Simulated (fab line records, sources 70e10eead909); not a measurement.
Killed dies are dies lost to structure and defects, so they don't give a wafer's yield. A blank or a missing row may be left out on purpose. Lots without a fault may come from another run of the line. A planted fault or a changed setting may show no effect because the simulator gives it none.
Chamber matching | flow nand_harc | NHARC_P_ZERO_WELL_DESCUM_54 on rie_diel-13: 4 sister chambers
The step chemistry O2, time 3 s. 14 wafers are shown with their chamber, then 7 later ones without.

WAFERS WITH THEIR CHAMBER
wafer  | chamber | drypump_motor_current_A (A) | showerhead_plenum_p_Torr (Torr) | oes_product_au (a.u.)
L880.1 | 0       | 5.6                         | 1.93                            | 0.982
L880.3 | 3       | 5.3                         | 2.02                            | 0.997
L880.4 | 2       | 6.3                         | 1.98                            | 0.991
L882.3 | 1       | 5.0                         | 1.97                            | 0.993
L882.4 | 2       | 6.3                         | 1.97                            | 0.995
L882.6 | 3       | 5.4                         | 2.01                            | 1.008
L883.2 | 0       | 5.6                         | 1.93                            | 0.999
L883.4 | 3       | 5.4                         | 2.01                            | 1.001
L883.5 | 2       | 6.3                         | 1.97                            | 0.993
L887.1 | 2       | 6.3                         | 1.97                            | 0.996
L887.3 | 1       | 5.0                         | 1.97                            | 0.991
L887.4 | 0       | 5.6                         | 1.93                            | 0.989
L888.4 | 2       | 6.3                         | 1.97                            | 0.999
L888.5 | 1       | 5.0                         | 1.96                            | 0.995

SIGNATURES (means of the wafers above)
reading                  | chamber 0 | chamber 1 | chamber 2 | chamber 3 | scatter within a chamber
drypump_motor_current_A  | 5.600     | 5.000     | 6.300     | 5.367     | 0.0258
showerhead_plenum_p_Torr | 1.9300    | 1.9667    | 1.9720    | 2.0133    | 0.00462
oes_product_au           | 0.99000   | 0.99300   | 0.99480   | 1.00200   | 0.00503
Rule: a wafer's distance from a chamber is the root of the sum, over the readings, of the square of ((its reading less the chamber's mean) divided by the reading's scatter). The wafer belongs to the nearest chamber; if the next one is less than 2 further off, it can't be placed. The scatter: the root of (the sum of the squares of (reading less its chamber's mean) over the shown wafers, divided by (wafers less chambers)).

WAFERS WITHOUT THEIR CHAMBER
wafer  | drypump_motor_current_A (A) | showerhead_plenum_p_Torr (Torr) | oes_product_au (a.u.)
L888.6 | 5.6                         | 1.93                            | 0.979
L899.1 | 6.3                         | 1.96                            | 0.983
L899.2 | 5.6                         | 1.91                            | 0.992
L899.5 | 5.6                         | 1.91                            | 0.995
L900.2 | 5.0                         | 1.95                            | 1.021
L900.3 | 5.3                         | 1.99                            | 1.005
L900.4 | 6.3                         | 1.96                            | 1.010

WHICH CHAMBER EACH WENT THROUGH
wafer  | from the rows above | in truth
L888.6 | 0                   | 0
L899.1 | 2                   | 2
L899.2 | 0                   | 0
L899.5 | 0                   | 0
L900.2 | 1                   | 1
L900.3 | 3                   | 3
L900.4 | 2                   | 2
Placed correctly: 7 of 7. Can't be placed from these rows: 0. Placed wrongly: 0.
